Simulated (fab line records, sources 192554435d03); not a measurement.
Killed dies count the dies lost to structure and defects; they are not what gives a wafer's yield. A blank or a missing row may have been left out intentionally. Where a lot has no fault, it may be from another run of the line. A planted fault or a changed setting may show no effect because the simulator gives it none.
fab line records	flow n5Finfet
[record] lots = 24	wafers = 72	lastDay = 17
route steps=1938 shown SDB@368 HKMG_FIN@413 GATE_CUT@473
lots untouched by any fault: they come from a run of this same line in which no faults occurred
startH: start of the lot's first displayed wafer, in hours after the record's first day	waitH: how many hours have passed since the lot's step before this one	" the same as in the row above	L1.1+2: a row that stands for several wafers	- either no value or no given start	* or withheld: withheld	< > ~ a bound
route shown NAME@n: NAME is a module with steps in the file, n the number in the route of the first one	usual: average and standard deviation across the fault-free wafers	same: alike in all rows	chamber/n: place in a boat	sites: the reading at each site	_std_site: their standard deviation	_edge_site: outer sites' mean less inner sites'	radiusMm: how far each site lies from the wafer's centre	mask NAME#n: copy n	behind: the most recent tool/chamber to have shaped the wafer	hold: why the lot went on hold/how many hours it stayed there/how the hold came to an end	device: the transistor (n, p or np) that didn't switch	end of line: at the end of the route, the tests of the same wafers	where a step has no rows: the recipe by itself	killed: count of dies lost to structure and defects at first sort (not the wafer's yield)	map: a wafer's dies, x killed, . not, _ none there
set.NAME: setting as actually run; set.NAME@STEP: the setting as run at that earlier step	model.NAME: the simulator's own value behind a step, which no gauge read
a sample of lots followed through the steps of the route, with each step as a table and each wafer as a row
services: a tool's chamber out of use, with start hour (startH, from the record's first day; less than 0 if before it), hours out, and reason
[[steps]]
[step N5_SDB_ETCH_25]
[recipe] chemistry = C4F6/O2	target = SiO2	targetDepthA = 100	timeS = 3.3	ionEnergyEv = 250	maskMaterial = SiNx	pressureMtorr = 30	sourceW = 345	biasW = 185	Ar_flow_sccm = 300	C4F6_flow_sccm = 10	O2_flow_sccm = 10
[usual] drypumpMotorCurrentA = 5.7/0.51	oes_ar_750_au = 0.79/0.086	oesProductAu = 0.79/0.09	rfVppV = 665/14	showerheadPlenumPTorr = 2.81/0.098	throttleValvePct = 21.22/0.21
lot.wafer	tool	chamber	startH	waitH	drypumpMotorCurrentA	oes_ar_750_au	oesProductAu	rfHoursCounterH	rfVppV	showerheadPlenumPTorr	throttleValvePct
L074.1	rieDiel-05	0	68.05	0.0	5.7	0.77	0.78	138	674	2.83	21.35
L074.2	"	2	"	"	6.5	0.84	0.86	85	691	2.85	20.95
L074.4	"	1	"	"	6.1	0.77	0.78	155	643	2.70	21.29
L075.1	rieDiel-05	1	75.29	0.0	6.2	0.77	0.76	158	643	2.70	21.26
L075.3	"	0	"	"	5.8	0.76	0.76	142	675	2.83	21.35
L075.4	"	0	"	"	5.8	0.77	0.76	-	673	2.83	21.34
L076.2	rieDiel-04	0	81.60	0.0	6.0	0.79	0.77	108	659	2.98	21.26
L076.3	"	1	"	"	5.8	0.97	0.95	6	640	2.92	21.41
L076.5	"	1	"	"	5.8	0.97	0.95	-	639	2.92	21.41
L077.2	rieDiel-04	3	87.09	0.5	4.9	0.76	0.76	125	669	2.76	21.42
L077.5	"	3	"	"	4.9	0.76	0.76	-	669	2.76	21.41
L077.6	"	2	"	"	4.9	0.73	0.72	-	683	2.96	21.24
L078.1	rieDiel-06	1	91.32	0.0	5.6	0.76	0.75	152	654	2.63	21.34
L078.5	"	3	"	"	5.1	0.69	0.68	-	672	2.80	21.30
L078.6	"	0	"	"	6.4	0.69	0.69	-	663	2.83	21.30
L079.1	rieDiel-05	1	98.20	0.1	6.1	0.77	0.76	168	641	2.69	21.29
L079.3	"	2	"	"	6.5	0.82	0.84	98	690	2.85	20.96
L079.4	"	3	"	"	5.4	0.79	0.79	137	676	2.86	21.19
L080.3	rieDiel-06	1	106.56	0.2	5.6	0.76	0.75	159	655	2.63	21.37
L080.4	"	1	"	"	5.6	0.76	0.76	-	654	2.63	21.35
L080.5	"	3	"	"	5.1	0.69	0.68	-	670	2.80	21.33
L081.1	rieDiel-05	1	108.81	0.0	6.1	0.76	0.76	171	642	2.69	21.30
L081.5	"	0	"	"	5.7	0.75	0.76	-	673	2.82	21.39
L081.6	"	3	"	"	5.4	0.79	0.80	-	677	2.85	21.22
L082.3	rieDiel-06	2	115.23	0.0	5.6	0.98	0.99	2	667	2.88	20.78
L082.4	"	0	"	"	6.4	0.68	0.68	-	662	2.82	21.32
L082.6	"	1	"	"	5.6	0.75	0.75	-	654	2.62	21.37
L083.2	rieDiel-06	0	123.01	0.5	6.5	0.69	0.68	230	662	2.82	21.31
L083.4	"	0	"	"	6.4	0.68	0.68	-	664	2.82	21.31
L083.5	"	1	"	"	5.6	0.74	0.75	-	653	2.62	21.38
L084.2	rieDiel-06	1	129.16	0.8	5.6	0.74	0.74	169	654	2.62	21.37
L084.5	"	1	"	"	5.6	0.74	0.74	-	653	2.62	21.38
L084.6	"	2	"	"	5.6	0.94	0.96	-	668	2.88	20.79
L085.2	rieDiel-06	1	134.40	0.0	5.6	0.75	0.75	172	654	2.62	21.37
L085.3	"	3	"	"	5.1	0.95	0.98	2	670	2.80	20.99
L085.4	"	3	"	"	5.1	0.95	0.97	-	671	2.80	20.99
L086.1	rieDiel-04	3	144.78	0.0	4.9	0.74	0.74	146	669	2.75	21.44
L086.3	"	0	"	"	6.1	0.77	0.75	132	658	2.97	21.29
L086.4	"	2	"	"	4.9	0.71	0.70	190	680	2.95	21.25
L087.4	rieDiel-06	1	145.82	0.2	5.6	0.74	0.73	-	653	2.62	21.37
L087.5	"	2	"	"	5.6	0.92	0.93	-	668	2.88	20.80
L087.6	"	3	"	"	5.1	0.93	0.95	-	670	2.80	20.99
L088.3	rieDiel-06	0	152.82	0.0	6.5	0.68	0.68	237	662	2.82	21.33
L088.5	"	3	"	"	5.1	0.93	0.94	-	670	2.79	21.01
L088.6	"	0	"	"	6.5	0.68	0.68	-	662	2.82	21.33
L089.1	rieDiel-04	2	158.94	0.0	4.9	0.71	0.71	195	680	2.95	21.24
L089.3	"	0	"	"	6.0	0.76	0.76	137	657	2.97	21.32
L089.4	"	3	"	"	4.9	0.73	0.73	152	669	2.74	21.47
L090.1	rieDiel-05	3	163.98	0.0	5.4	0.77	0.77	162	676	2.85	21.23
L090.4	"	1	"	"	6.1	0.75	0.74	193	641	2.68	21.33
L090.6	"	0	"	"	5.7	0.74	0.74	-	673	2.81	21.39
L091.2	rieDiel-06	1	169.29	0.1	5.6	0.73	0.73	181	654	2.62	21.40
L091.3	"	2	"	"	5.6	0.91	0.93	21	669	2.88	20.81
L091.5	"	3	"	"	5.1	0.91	0.93	-	670	2.79	21.02
L092.4	rieDiel-05	2	175.07	0.4	6.5	0.79	0.80	126	690	2.84	20.98
L092.5	"	1	"	"	6.1	0.74	0.73	-	641	2.68	21.33
L092.6	"	2	"	"	6.5	0.79	0.80	-	691	2.84	20.98
L093.3	rieDiel-05	3	180.27	0.2	5.4	0.77	0.77	167	678	2.84	21.22
L093.4	"	2	"	"	6.5	0.79	0.80	128	691	2.83	21.00
L093.5	"	3	"	"	5.4	0.77	0.77	-	676	2.84	21.23
L094.1	rieDiel-04	3	187.13	0.1	4.9	0.73	0.72	163	668	2.74	21.47
L094.4	"	1	"	"	5.8	0.88	0.86	-	639	2.91	21.48
L094.6	"	2	"	"	4.9	0.70	0.70	-	681	2.94	21.28
L095.1	rieDiel-06	1	191.87	0.4	5.6	0.73	0.72	187	655	2.61	21.39
L095.3	"	0	"	"	6.4	0.67	0.68	246	662	2.82	21.34
L095.4	"	2	"	"	5.6	0.89	0.91	28	667	2.87	20.83
L096.1	rieDiel-06	1	201.75	0.0	5.6	0.73	0.73	190	653	2.61	21.40
L096.3	"	2	"	"	5.6	0.88	0.90	31	668	2.87	20.84
L096.5	"	2	"	"	5.6	0.89	0.91	-	667	2.87	20.83
L097.3	rieDiel-05	1	204.06	0.0	6.1	0.73	0.72	209	642	2.68	21.35
L097.4	"	2	"	"	6.5	0.78	0.79	137	691	2.83	21.00
L097.6	"	0	"	"	5.7	0.73	0.74	-	672	2.81	21.42
[step N5_HKMG_FIN_CVD_62]
[recipe] material = a-Si	targetThkA = 30	tempC = 500	precursor = Si2H6	pressureTorr = 1	timeS = 20.8
[usual] heaterPowerW = 1469/81
lot.wafer	tool	chamber	startH	waitH	heaterPowerW
L074.1	thermalCvdSi-02	2	75.18	0.2	1395
L074.2	"	1	"	"	1367
L074.4	"	1	"	"	1357
L075.1	thermalCvdSi-01	0	81.92	0.2	1483
L075.3	"	0	"	"	1494
L075.4	"	2	"	"	1600
L076.2	thermalCvdSi-02	2	88.33	0.2	1374
L076.3	"	0	"	"	1479
L076.5	"	1	"	"	1372
L077.2	thermalCvdSi-01	2	94.06	0.2	1629
L077.5	"	2	"	"	1630
L077.6	"	0	"	"	1433
L078.1	thermalCvdSi-02	1	98.05	0.2	1379
L078.5	"	1	"	"	1378
L078.6	"	2	"	"	1390
L079.1	thermalCvdSi-01	0	106.51	0.2	1462
L079.3	"	1	"	"	1468
L079.4	"	2	"	"	1620
L080.3	thermalCvdSi-02	0	113.95	0.2	1490
L080.4	"	0	"	"	1437
L080.5	"	2	"	"	1385
L081.1	thermalCvdSi-01	2	115.50	0.2	1620
L081.5	"	1	"	"	1446
L081.6	"	2	"	"	1607
L082.3	thermalCvdSi-02	1	122.22	0.2	1366
L082.4	"	1	"	"	1360
L082.6	"	2	"	"	1361
L083.2	thermalCvdSi-01	1	129.69	0.2	1492
L083.4	"	1	"	"	1523
L083.5	"	2	"	"	1616
L084.2	thermalCvdSi-02	1	136.08	0.2	1366
L084.5	"	2	"	"	1398
L084.6	"	1	"	"	1349
L085.2	thermalCvdSi-01	2	141.02	0.2	1584
L085.3	"	0	"	"	1455
L085.4	"	2	"	"	1644
L086.1	thermalCvdSi-01	1	151.59	0.2	1521
L086.3	"	2	"	"	1595
L086.4	"	0	"	"	1432
L087.4	thermalCvdSi-01	1	152.78	0.2	1523
L087.5	"	0	"	"	1441
L087.6	"	2	"	"	1593
L088.3	thermalCvdSi-01	1	159.49	0.2	1499
L088.5	"	2	"	"	1606
L088.6	"	1	"	"	1515
L089.1	thermalCvdSi-02	2	165.53	0.2	1394
L089.3	"	1	"	"	1373
L089.4	"	0	"	"	1469
L090.1	thermalCvdSi-01	1	170.77	0.2	1460
L090.4	"	0	"	"	1472
L090.6	"	1	"	"	1515
L091.2	thermalCvdSi-02	0	176.12	0.2	1430
L091.3	"	1	"	"	1354
L091.5	"	0	"	"	1448
L092.4	thermalCvdSi-01	0	182.09	0.2	1448
L092.5	"	1	"	"	1494
L092.6	"	2	"	"	1649
L093.3	thermalCvdSi-02	2	187.37	0.2	1380
L093.4	"	2	"	"	1393
L093.5	"	0	"	"	1454
L094.1	thermalCvdSi-01	1	194.40	0.2	1492
L094.4	"	2	"	"	1622
L094.6	"	1	"	"	1510
L095.1	thermalCvdSi-02	0	199.07	0.2	1450
L095.3	"	2	"	"	1429
L095.4	"	2	"	"	1410
L096.1	thermalCvdSi-01	1	208.98	0.2	1466
L096.3	"	2	"	"	1629
L096.5	"	2	"	"	1637
L097.3	thermalCvdSi-02	2	210.61	0.2	1403
L097.4	"	0	"	"	1448
L097.6	"	2	"	"	1413
[step N5_HKMG_FIN_THK_MEAS_70]
[recipe] thkMeasGauge = xrf	reads = HfO2_of_HKMG_FIN_HK_ALD_01
[usual] HK_THK = 1.621/0.016
lot.wafer	tool	chamber	startH	waitH	HK_THK[nm]
L074.1	filmMetro-02	-	75.86	0.2	1.609
L074.2	"	-	"	"	1.628
L074.4	"	-	"	"	1.584
L075.1	filmMetro-01	-	82.65	0.2	1.625
L075.3	"	-	"	"	1.620
L075.4	"	-	"	"	1.610
L076.2	filmMetro-02	-	89.02	0.2	1.618
L076.3	"	-	"	"	1.625
L076.5	"	-	"	"	1.614
L077.2	filmMetro-01	-	94.87	0.2	1.635
L077.5	"	-	"	"	1.626
L077.6	"	-	"	"	1.631
L078.1	filmMetro-01	-	98.73	0.2	1.624
L078.5	"	-	"	"	1.612
L078.6	"	-	"	"	1.622
L079.1	filmMetro-02	-	107.34	0.2	1.616
L079.3	"	-	"	"	1.642
L079.4	"	-	"	"	1.618
L080.3	filmMetro-02	-	114.72	0.2	1.624
L080.4	"	-	"	"	1.662
L080.5	"	-	"	"	1.623
L081.1	filmMetro-02	-	116.18	0.2	1.608
L081.5	"	-	"	"	1.646
L081.6	"	-	"	"	1.647
L082.3	filmMetro-01	-	122.94	0.2	1.607
L082.4	"	-	"	"	1.622
L082.6	"	-	"	"	1.618
L083.2	filmMetro-01	-	130.37	0.2	1.633
L083.4	"	-	"	"	1.634
L083.5	"	-	"	"	1.616
L084.2	filmMetro-02	-	136.83	0.2	1.617
L084.5	"	-	"	"	1.613
L084.6	"	-	"	"	1.612
L085.2	filmMetro-01	-	141.91	0.2	1.608
L085.3	"	-	"	"	1.614
L085.4	"	-	"	"	1.589
L086.1	filmMetro-01	-	152.26	0.2	1.624
L086.3	"	-	"	"	1.621
L086.4	"	-	"	"	1.636
L087.4	filmMetro-01	-	153.45	0.2	1.631
L087.5	"	-	"	"	1.635
L087.6	"	-	"	"	1.616
L088.3	filmMetro-02	-	160.17	0.2	1.606
L088.5	"	-	"	"	1.612
L088.6	"	-	"	"	1.643
L089.1	filmMetro-02	-	166.21	0.2	1.640
L089.3	"	-	"	"	1.631
L089.4	"	-	"	"	1.602
L090.1	filmMetro-02	-	171.53	0.2	1.617
L090.4	"	-	"	"	1.624
L090.6	"	-	"	"	1.625
L091.2	filmMetro-02	-	176.96	0.2	1.611
L091.3	"	-	"	"	1.644
L091.5	"	-	"	"	1.617
L092.4	filmMetro-01	-	182.72	0.2	1.630
L092.5	"	-	"	"	1.624
L092.6	"	-	"	"	1.628
L093.3	filmMetro-01	-	188.05	0.2	1.609
L093.4	"	-	"	"	1.621
L093.5	"	-	"	"	1.593
L094.1	filmMetro-01	-	195.08	0.2	1.603
L094.4	"	-	"	"	1.622
L094.6	"	-	"	"	1.621
L095.1	filmMetro-01	-	199.85	0.2	1.653
L095.3	"	-	"	"	1.665
L095.4	"	-	"	"	1.628
L096.1	filmMetro-02	-	209.66	0.2	1.629
L096.3	"	-	"	"	1.653
L096.5	"	-	"	"	1.620
L097.3	filmMetro-01	-	211.28	0.2	1.606
L097.4	"	-	"	"	1.625
L097.6	"	-	"	"	1.637
[step N5_HKMG_FIN_STRIP_92]
[recipe] chemistry = N2/H2	material = SOC	timeS = 20	powerW = 500	tempC = 40	pressureMtorr = 50	rfFrequencyHz = 6e+07	biasPowerW = 8	h2Frac = 0.5	n2FlowSccm = 300	h2FlowSccm = 300
[usual] drypumpMotorCurrentA = 5.8/0.47	h2FlowSccm = 300.0/0.94	oesProductAu = 0.78/0.068	rfVppV = 54.3/0.88	showerheadPlenumPTorr = 3.32/0.11	throttleValvePct = 19.0/0.41
lot.wafer	tool	chamber	startH	waitH	drypumpMotorCurrentA	h2FlowSccm	oesProductAu	rfHoursCounterH	rfVppV	showerheadPlenumPTorr	throttleValvePct
L074.1	rieDiel-06	1	77.27	0.1	5.6	299.9	0.76	146	54.6	3.09	18.7
L074.2	"	3	"	"	5.1	299.3	0.69	235	50.7	3.31	19.4
L074.4	"	0	"	"	6.5	298.9	0.69	213	55.5	3.34	19.8
L075.1	rieDiel-05	1	84.06	0.1	6.1	298.8	0.78	162	54.3	3.21	19.0
L075.3	"	0	"	"	5.7	298.9	0.75	145	54.4	3.36	19.6
L075.4	"	3	"	"	5.4	299.4	0.80	131	54.5	3.34	18.5
L076.2	rieDiel-05	3	90.74	0.1	5.4	299.9	0.80	134	53.7	3.34	18.5
L076.3	"	2	"	"	6.5	300.1	0.83	95	54.7	3.40	18.8
L076.5	"	3	"	"	5.4	300.2	0.81	-	55.0	3.34	18.5
L077.2	rieDiel-04	3	96.37	0.1	4.9	299.6	0.75	128	53.6	3.24	19.3
L077.5	"	1	"	"	5.8	300.6	0.96	-	54.3	3.43	19.3
L077.6	"	0	"	"	6.1	298.8	0.77	-	54.4	3.53	19.7
L078.1	rieDiel-06	0	100.10	0.1	6.4	301.5	0.68	220	55.0	3.34	19.9
L078.5	"	1	"	"	5.6	300.7	0.76	-	54.7	3.08	18.8
L078.6	"	0	"	"	6.5	301.5	0.69	-	53.7	3.34	19.9
L079.1	rieDiel-05	2	108.76	0.1	6.5	301.0	0.82	102	53.9	3.39	18.8
L079.3	"	3	"	"	5.4	299.7	0.80	141	55.3	3.34	18.5
L079.4	"	1	"	"	6.2	300.5	0.77	171	54.2	3.21	19.0
L080.3	rieDiel-05	3	116.00	0.1	5.4	301.1	0.79	144	53.4	3.33	18.5
L080.4	"	2	"	"	6.5	300.8	0.82	105	52.3	3.39	18.8
L080.5	"	3	"	"	5.4	302.0	0.79	-	53.6	3.33	18.5
L081.1	rieDiel-05	2	117.59	0.1	6.5	297.9	0.81	106	54.1	3.39	18.9
L081.5	"	1	"	"	6.1	301.2	0.77	-	54.4	3.21	19.0
L081.6	"	2	"	"	6.5	300.5	0.81	-	54.1	3.39	18.9
L082.3	rieDiel-05	0	124.35	0.1	5.7	299.3	0.75	162	53.8	3.35	19.6
L082.4	"	3	"	"	5.4	300.1	0.79	148	55.0	3.33	18.5
L082.6	"	0	"	"	5.7	298.2	0.75	-	53.9	3.35	19.6
L083.2	rieDiel-05	3	131.78	0.1	5.4	301.9	0.79	150	54.6	3.33	18.5
L083.4	"	2	"	"	6.5	298.3	0.81	111	53.8	3.39	18.9
L083.5	"	0	"	"	5.8	300.2	0.75	-	55.4	3.35	19.6
L084.2	rieDiel-06	1	138.24	0.1	5.6	299.6	0.74	173	54.1	3.07	18.8
L084.5	"	3	"	"	5.1	301.0	0.96	-	52.8	3.30	19.1
L084.6	"	2	"	"	5.6	299.2	0.95	-	54.9	3.40	18.4
L085.2	rieDiel-04	1	143.34	0.1	5.8	299.7	0.92	29	55.2	3.42	19.4
L085.3	"	0	"	"	6.0	298.4	0.76	131	54.1	3.52	19.7
L085.4	"	1	"	"	5.9	299.8	0.92	-	54.5	3.42	19.4
L086.1	rieDiel-05	3	153.55	0.1	5.4	300.7	0.78	158	55.6	3.33	18.6
L086.3	"	1	"	"	6.1	300.4	0.76	189	53.7	3.20	19.0
L086.4	"	0	"	"	5.8	300.0	0.74	173	55.0	3.35	19.6
L087.4	rieDiel-05	2	154.74	0.1	6.5	299.3	0.80	120	53.8	3.38	18.9
L087.5	"	3	"	"	5.5	299.1	0.78	-	54.1	3.33	18.5
L087.6	"	2	"	"	6.5	300.0	0.79	-	55.1	3.38	18.9
L088.3	rieDiel-05	1	161.46	0.1	6.1	301.8	0.75	192	54.8	3.20	19.0
L088.5	"	1	"	"	6.1	300.9	0.74	-	53.8	3.20	19.0
L088.6	"	0	"	"	5.8	298.6	0.74	-	53.7	3.35	19.6
L089.1	rieDiel-05	2	167.62	0.1	6.5	300.2	0.79	124	54.6	3.38	18.9
L089.3	"	0	"	"	5.7	300.0	0.73	178	56.0	3.35	19.6
L089.4	"	3	"	"	5.4	302.2	0.77	163	54.7	3.32	18.5
L090.1	rieDiel-06	3	172.99	0.1	5.1	299.8	0.93	12	53.6	3.30	19.1
L090.4	"	0	"	"	6.4	300.9	0.67	241	52.9	3.32	19.9
L090.6	"	1	"	"	5.6	298.9	0.74	-	51.4	3.07	18.8
L091.2	rieDiel-05	1	178.37	0.1	6.1	299.5	0.75	199	55.3	3.19	19.0
L091.3	"	3	"	"	5.4	300.4	0.76	166	54.6	3.32	18.6
L091.5	"	2	"	"	6.5	299.9	0.79	-	52.4	3.38	18.9
L092.4	rieDiel-05	1	184.13	0.1	6.2	300.8	0.75	201	54.6	3.19	19.0
L092.5	"	0	"	"	5.8	299.9	0.73	-	55.4	3.34	19.6
L092.6	"	1	"	"	6.2	299.2	0.75	-	54.3	3.19	19.0
L093.3	rieDiel-04	3	189.46	0.1	4.9	300.5	0.73	164	55.2	3.22	19.3
L093.4	"	3	"	"	4.9	298.7	0.73	-	54.2	3.22	19.3
L093.5	"	2	"	"	4.9	299.0	0.69	-	54.5	3.46	18.8
L094.1	rieDiel-04	2	196.91	0.1	4.8	300.6	0.69	210	53.2	3.46	18.9
L094.4	"	2	"	"	4.9	301.2	0.69	-	55.5	3.46	18.9
L094.6	"	1	"	"	5.8	299.3	0.87	-	56.4	3.41	19.4
L095.1	rieDiel-06	0	201.27	0.1	6.4	298.9	0.67	249	55.8	3.32	19.9
L095.3	"	2	"	"	5.6	300.9	0.91	31	53.9	3.40	18.5
L095.4	"	1	"	"	5.6	300.3	0.74	190	52.9	3.06	18.8
L096.1	rieDiel-06	2	211.07	0.1	5.6	301.4	0.90	34	55.6	3.39	18.5
L096.3	"	1	"	"	5.6	300.6	0.72	194	54.8	3.06	18.8
L096.5	"	3	"	"	5.1	300.5	0.90	-	54.4	3.29	19.1
L097.3	rieDiel-05	3	212.70	0.1	5.4	299.6	0.76	177	54.3	3.32	18.6
L097.4	"	0	"	"	5.7	300.3	0.72	194	53.8	3.34	19.6
L097.6	"	0	"	"	5.7	299.0	0.72	-	53.3	3.34	19.6
[step N5_GATE_CUT_SAC_CAP_01]
[recipe] material = SiNx	targetThkA = 240	tempC = 400	aldPrecursorFamily = SiH2I2	aldCoReactant = N2/H2-plasma	pulseTimeS = 1	aldCycles = 480	purgeTimeS = 2	coReactantPurgeTimeS = 2	pressureTorr = 2
[usual] heaterPowerW = 863/71	precursorPulseHeightRel = 0.998/0.02
[same] pulseTimeS = 1
lot.wafer	tool	chamber	startH	waitH	heaterPowerW	precursorPulseHeightRel
L074.1	aldSin-03	1	81.84	0.0	954	1.002
L074.2	"	0	"	"	829	1.008
L074.4	"	2	"	"	966	1.006
L075.1	aldSin-04	0	90.06	1.4	980	0.967
L075.3	"	2	"	"	890	0.993
L075.4	"	3	"	"	842	0.988
L076.2	aldSin-04	0	96.33	1.0	997	0.998
L076.3	"	1	"	"	866	1.001
L076.5	"	1	97.42	2.0	859	1.020
L077.2	aldSin-03	1	100.94	0.0	930	1.026
L077.5	"	3	102.03	1.1	735	0.999
L077.6	"	0	"	"	854	1.037
L078.1	aldSin-02	3	105.34	0.6	818	0.985
L078.5	"	3	106.43	1.7	817	0.991
L078.6	"	2	"	"	823	1.050
L079.1	aldSin-02	2	113.45	0.0	811	0.965
L079.3	"	0	"	"	795	0.978
L079.4	"	3	"	"	842	0.992
L080.3	aldSin-04	1	120.58	0.0	860	0.974
L080.4	"	3	"	"	859	1.021
L080.5	"	2	121.67	1.1	878	0.991
L081.1	aldSin-03	1	122.33	0.0	948	0.977
L081.5	"	0	123.42	1.1	835	1.002
L081.6	"	3	"	"	749	0.995
L082.3	aldSin-04	3	129.27	0.0	850	0.984
L082.4	"	2	"	"	879	0.999
L082.6	"	2	130.36	1.1	879	0.987
L083.2	aldSin-04	2	136.48	0.0	859	1.006
L083.4	"	0	"	"	973	0.997
L083.5	"	3	137.56	1.1	845	0.984
L084.2	aldSin-03	3	143.29	0.1	741	1.039
L084.5	"	2	144.38	1.2	929	1.026
L084.6	"	1	"	"	946	1.001
L085.2	aldSin-03	1	147.92	0.0	934	1.013
L085.3	"	0	"	"	825	1.030
L085.4	"	3	"	"	759	1.029
L086.1	aldSin-04	3	158.29	0.0	848	1.009
L086.3	"	0	"	"	983	1.010
L086.4	"	0	159.38	1.1	1023	1.026
L087.4	aldSin-02	3	160.47	1.1	830	1.007
L087.5	"	0	"	"	814	1.006
L087.6	"	2	"	"	821	1.000
L088.3	aldSin-02	2	167.54	1.5	801	0.996
L088.5	"	2	168.62	2.6	781	1.052
L088.6	"	1	"	"	921	0.980
L089.1	aldSin-02	0	172.41	0.0	795	0.993
L089.3	"	2	"	"	810	0.998
L089.4	"	3	"	"	839	1.021
L090.1	aldSin-02	1	178.51	0.7	918	1.011
L090.4	"	3	"	"	806	0.994
L090.6	"	2	179.60	1.8	784	1.023
L091.2	aldSin-03	3	184.60	1.6	744	0.987
L091.3	"	2	"	"	970	0.987
L091.5	"	1	185.69	2.7	953	0.964
L092.4	aldSin-02	1	190.27	1.6	911	1.004
L092.5	"	0	191.36	2.7	789	0.981
L092.6	"	3	"	"	835	0.983
L093.3	aldSin-03	2	194.53	0.3	980	0.985
L093.4	"	0	"	"	819	0.997
L093.5	"	3	195.61	1.4	744	1.005
L094.1	aldSin-02	0	201.78	0.0	837	0.988
L094.4	"	1	"	"	895	0.994
L094.6	"	1	202.87	1.1	915	0.973
L095.1	aldSin-02	0	206.18	0.0	816	0.996
L095.3	"	1	"	"	901	1.012
L095.4	"	2	"	"	811	1.021
L096.1	aldSin-03	3	216.03	0.0	747	1.004
L096.3	"	0	"	"	845	1.023
L096.5	"	1	217.11	1.1	935	0.997
L097.3	aldSin-04	1	217.34	0.0	873	0.993
L097.4	"	0	"	"	966	1.011
L097.6	"	3	218.42	1.1	784	0.995
[step N5_GATE_CUT_PECVD_57]
[recipe] material = SiNx	targetThkA = 210	tempC = 400	precursor = SiH4/NH3/N2	pressureTorr = 1.5	rfW = 300
[usual] heaterPowerW = 799/69	showerheadPlenumPTorr = 5.14/0.063	throttleValvePct = 39.4/2
lot.wafer	tool	chamber	startH	waitH	heaterPowerW	showerheadPlenumPTorr	throttleValvePct
L074.1	pecvd-02	0	84.03	1.1	876	5.11	40.1
L074.2	"	1	"	"	714	5.11	38.2
L074.4	"	0	"	"	893	5.09	40.1
L075.1	pecvd-03	1	92.25	1.1	822	5.30	37.6
L075.3	"	2	"	"	789	5.18	38.8
L075.4	"	0	"	"	822	5.09	40.2
L076.2	pecvd-02	2	98.52	1.1	680	5.22	37.5
L076.3	"	0	"	"	749	5.09	40.0
L076.5	"	1	"	"	843	5.11	38.4
L077.2	pecvd-02	2	103.14	1.1	687	5.23	37.5
L077.5	"	0	"	"	908	5.09	40.0
L077.6	"	1	"	"	723	5.09	38.5
L078.1	pecvd-01	2	107.55	1.1	760	5.12	37.6
L078.5	"	2	"	"	757	5.12	37.6
L078.6	"	0	"	"	793	5.10	39.5
L079.1	pecvd-03	2	115.64	1.1	812	5.18	39.0
L079.3	"	0	"	"	844	5.10	40.3
L079.4	"	2	"	"	811	5.19	39.1
L080.3	pecvd-03	2	122.78	1.1	818	5.17	39.1
L080.4	"	2	"	"	848	5.17	39.2
L080.5	"	1	"	"	812	5.30	37.6
L081.1	pecvd-01	0	124.52	1.1	866	5.12	39.5
L081.5	"	1	"	"	920	5.11	45.5
L081.6	"	0	"	"	858	5.11	39.9
L082.3	pecvd-02	0	131.48	1.1	826	5.09	40.1
L082.4	"	2	"	"	663	5.23	37.8
L082.6	"	0	"	"	830	5.10	40.4
L083.2	pecvd-03	0	138.67	1.1	837	5.10	40.4
L083.4	"	2	"	"	785	5.18	39.1
L083.5	"	0	"	"	846	5.09	40.2
L084.2	pecvd-02	0	145.49	1.1	903	5.09	40.2
L084.5	"	0	"	"	874	5.08	40.4
L084.6	"	2	"	"	662	5.22	38.1
L085.2	pecvd-03	1	150.11	1.1	817	5.30	37.6
L085.3	"	0	"	"	765	5.09	40.5
L085.4	"	1	"	"	813	5.29	37.6
L086.1	pecvd-01	2	160.48	1.1	806	5.12	37.9
L086.3	"	0	"	"	879	5.09	39.7
L086.4	"	2	"	"	802	5.12	37.4
L087.4	pecvd-01	0	161.60	0.0	789	5.10	39.9
L087.5	"	2	"	"	736	5.13	37.7
L087.6	"	0	"	"	792	5.11	39.6
L088.3	pecvd-01	2	169.73	1.1	678	5.12	37.8
L088.5	"	0	"	"	842	5.09	39.6
L088.6	"	2	"	"	687	5.13	37.6
L089.1	pecvd-02	2	174.60	1.1	747	5.22	38.3
L089.3	"	0	"	"	897	5.09	40.1
L089.4	"	0	"	"	864	5.09	40.1
L090.1	pecvd-02	2	180.70	1.1	712	5.20	37.7
L090.4	"	0	"	"	766	5.09	40.5
L090.6	"	2	"	"	710	5.22	38.2
L091.2	pecvd-03	2	186.79	1.1	793	5.19	39.4
L091.3	"	0	"	"	806	5.09	40.5
L091.5	"	0	"	"	796	5.10	40.5
L092.4	pecvd-02	2	192.49	1.1	681	5.22	38.0
L092.5	"	2	"	"	699	5.21	38.2
L092.6	"	0	"	"	893	5.09	40.2
L093.3	pecvd-01	2	196.72	1.1	728	5.14	37.9
L093.4	"	1	"	"	945	5.12	45.4
L093.5	"	0	"	"	823	5.10	39.7
L094.1	pecvd-02	0	203.97	1.1	882	5.10	40.1
L094.4	"	1	"	"	850	5.11	38.5
L094.6	"	0	"	"	908	5.10	40.2
L095.1	pecvd-01	2	208.38	1.1	696	5.12	38.0
L095.3	"	0	"	"	874	5.10	39.9
L095.4	"	2	"	"	733	5.13	38.0
L096.1	pecvd-01	0	218.22	1.1	822	5.10	39.6
L096.3	"	0	"	"	827	5.09	39.8
L096.5	"	0	"	"	822	5.10	39.8
L097.3	pecvd-01	0	219.55	1.1	798	5.09	39.6
L097.4	"	2	"	"	743	5.13	38.0
L097.6	"	2	"	"	761	5.13	37.8
[[services]]
tool	chamber	startH	hours	kind
pecvd-02	0	44.08	15.0	repair
pecvd-02	-	54.54	6.0	pm
aldSin-03	0	59.40	2.7	repair
rieDiel-05	3	71.28	7.9	repair
rieDiel-04	-	74.60	3.1	repair
thermalCvdSi-01	1	80.33	8.3	repair
rieDiel-06	0	82.55	4.1	repair
aldSin-02	-	85.25	14.0	pm
rieDiel-05	1	93.73	1.5	repair
pecvd-01	-	118.04	1.3	repair
thermalCvdSi-02	-	126.84	6.1	pm
rieDiel-05	-	130.49	0.3	repair
pecvd-01	1	132.42	29.7	repair
thermalCvdSi-02	0	135.83	6.5	repair
aldSin-02	1	145.62	15.5	repair
thermalCvdSi-01	-	145.93	0.3	repair
thermalCvdSi-02	-	148.31	14.6	pm
aldSin-03	-	154.15	14.6	pm
rieDiel-04	0	167.03	32.6	repair
aldSin-02	-	171.60	0.4	repair
rieDiel-04	3	191.39	5.6	repair
thermalCvdSi-02	-	208.09	0.3	repair
pecvd-01	1	216.04	4.4	repair
rieDiel-05	-	219.24	0.6	repair
[[key]]
fault none
